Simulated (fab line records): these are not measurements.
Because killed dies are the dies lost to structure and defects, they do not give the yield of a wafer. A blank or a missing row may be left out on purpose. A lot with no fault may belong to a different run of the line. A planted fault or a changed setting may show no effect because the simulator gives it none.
Matching of chambers	flow n5 finfet	3 sister chambers for N5_BEOL_M0_SAQP_PECVD_04 on pecvd-01
The step deposits a-Si from SiH4/He, target thk 60 nm, time 60.2 s. 16 wafers are shown with their chamber, then 8 later ones without.

EACH WAFER AND ITS CHAMBER
wafer	chamber	throttle valve pct (%)	showerhead plenum p Torr (Torr)	heater power w (W)
L082.2	1	20.6	5.694	498
L082.4	0	17.5	5.648	660
L082.5	1	20.3	5.693	485
L084.4	1	20.6	5.702	575
L084.5	0	17.6	5.631	687
L084.6	2	17.7	5.607	501
L086.1	1	20.4	5.683	575
L086.3	2	17.7	5.599	504
L086.5	2	17.4	5.609	498
L087.3	0	17.7	5.642	676
L087.4	1	20.4	5.695	584
L087.6	0	17.7	5.638	671
L089.1	0	17.6	5.636	676
L089.2	1	20.8	5.691	561
L089.6	0	17.7	5.641	686
L090.1	1	20.3	5.696	563

SIGNATURES (averages over the wafers above)
reading	chamber 0	chamber 1	chamber 2	scatter within a chamber
throttle valve pct	17.633	20.486	17.600	0.152
showerhead plenum p Torr	5.63933	5.69343	5.60500	0.00569
heater power w	676.00	548.71	501.00	27.9
Rule: for each reading, subtract the chamber's mean from the wafer's reading, divide by that reading's scatter and square the result; add these up over the readings and take the root, which gives the wafer's distance from the chamber. If the next closest chamber is less than 2 further off than the closest, the wafer can't be placed; otherwise it belongs to the closest. The scatter is the square root of a quotient: the sum, over the shown wafers, of each reading's squared deviation from its chamber's mean, divided by wafers minus chambers.

WAFERS MISSING THEIR CHAMBER
wafer	throttle valve pct (%)	showerhead plenum p Torr (Torr)	heater power w (W)
L090.2	17.6	5.660	617
L090.4	20.3	5.690	552
L093.1	17.8	5.592	520
L093.2	17.7	5.645	666
L093.5	20.5	5.692	560
L096.3	17.9	5.607	483
L096.5	17.8	5.605	478
L096.6	17.4	5.649	690

EACH ONE'S CHAMBER
wafer	from the rows above	in truth
L090.2	0	0
L090.4	1	1
L093.1	2	2
L093.2	0	0
L093.5	1	1
L096.3	2	2
L096.5	2	2
L096.6	0	0
8 of 8 placed correctly. Number that these rows cannot place: 0. 0 placed wrongly.
